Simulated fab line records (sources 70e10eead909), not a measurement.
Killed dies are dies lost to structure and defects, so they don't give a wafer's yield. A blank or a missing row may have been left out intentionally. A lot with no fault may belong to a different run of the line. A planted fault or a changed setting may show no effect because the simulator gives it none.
Chamber matching -- flow nand-harc -- NHARC_A_CONTACT_DEP_24 on pecvd-03 has 3 sister chambers
The step deposits SiO2, target thk 500 nm. 6 wafers are shown with their chamber, then 9 later ones without.

## WAFERS WITH THEIR CHAMBER
wafer,chamber,throttle-valve-pct (%),rf-fwd-power-W (W)
L085.1,0,15.5,896.6
L085.2,2,16.4,902.2
L085.3,1,16.0,898.7
L089.1,1,16.1,903.5
L089.3,0,15.7,892.4
L089.5,2,16.7,898.6

## WAFERS MISSING THEIR CHAMBER
wafer,throttle-valve-pct (%),rf-fwd-power-W (W)
L090.3,16.1,896.8
L090.4,16.0,896.1
L090.6,16.3,899.9
L096.3,16.7,899.1
L096.4,16.8,899.8
L096.5,16.0,900.5
L095.1,17.0,897.4
L095.2,16.3,895.8
L095.3,15.9,897.5

## WHICH CHAMBER EACH ONE RAN IN
wafer,from the rows above,in truth
L090.3,can't be placed: 1 or 2 or 0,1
L090.4,can't be placed: 1 or 0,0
L090.6,can't be placed: 2 or 1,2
L096.3,2,2
L096.4,2,2
L096.5,1,1
L095.1,2,2
L095.2,can't be placed: 2 or 1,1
L095.3,can't be placed: 1 or 0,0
Placed correctly: 4 of 9. Unplaceable from these rows: 5, with the true chamber sitting among the candidates in 5. Wrongly placed: 0.
How it was worked out, from the rows above alone: a wafer's distance from a chamber is the root of the sum, over the readings, of the square of ((its reading less the chamber's mean) divided by the reading's scatter). If the next closest chamber is less than 2 further off than the closest, the wafer can't be placed; otherwise it belongs to the closest. The mean given for a chamber averages the wafers shown for that chamber. The scatter is the square root of a quotient: the sum, over the shown wafers, of each reading's squared deviation from its chamber's mean, divided by wafers minus chambers.
